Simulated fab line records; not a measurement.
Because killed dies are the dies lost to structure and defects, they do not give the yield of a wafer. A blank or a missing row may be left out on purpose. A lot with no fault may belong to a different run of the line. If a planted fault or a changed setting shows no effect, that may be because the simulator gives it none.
Chamber matching :: flow n5 finfet :: N5_BEOL_M5_ETCH_75 on rie diel-02: 4 sister chambers
The step etches underlayer in N2/H2, target depth 6.5 nm, time 5.2 s. 4 wafers are shown with their chamber, then 8 later ones without.

## WAFERS, EACH WITH ITS CHAMBER
wafer: L079.3
chamber: 3
throttle valve pct (%): 18.13

wafer: L079.6
chamber: 0
throttle valve pct (%): 17.61

wafer: L080.5
chamber: 1
throttle valve pct (%): 18.19

wafer: L081.2
chamber: 2
throttle valve pct (%): 17.78

## WAFERS WHOSE CHAMBER IS MISSING
wafer: L081.4
throttle valve pct (%): 17.60

wafer: L081.5
throttle valve pct (%): 18.22

wafer: L092.4
throttle valve pct (%): 17.64

wafer: L092.5
throttle valve pct (%): 17.81

wafer: L092.6
throttle valve pct (%): 17.72

wafer: L095.2
throttle valve pct (%): 17.70

wafer: L095.3
throttle valve pct (%): 17.87

wafer: L095.4
throttle valve pct (%): 17.65

## WHICH CHAMBER EACH WENT THROUGH
wafer: L081.4
from the rows above: 0
in truth: 0

wafer: L081.5
from the rows above: can't be placed: 1 or 3
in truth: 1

wafer: L092.4
from the rows above: 0
in truth: 0

wafer: L092.5
from the rows above: 2
in truth: 2

wafer: L092.6
from the rows above: can't be placed: 2 or 0
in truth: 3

wafer: L095.2
from the rows above: can't be placed: 2 or 0
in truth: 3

wafer: L095.3
from the rows above: 2
in truth: 2

wafer: L095.4
from the rows above: can't be placed: 0 or 2
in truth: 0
Correct placement for 4 of the 8. These rows do not allow placing 4 (true chamber among the candidates in 2). Placed wrongly: 0.
How it was worked out, from the rows above alone: a wafer's distance from a chamber is the root of the sum, over the readings, of the square of ((its reading less the chamber's mean) divided by the reading's scatter). If the next closest chamber is less than 2 further off than the closest, the wafer can't be placed; otherwise it belongs to the closest. For every chamber, the mean is computed from those of its wafers that are shown. The scatter: root of mean squared gap, hidden wafer to nearest shown wafer, with one shown wafer a chamber.
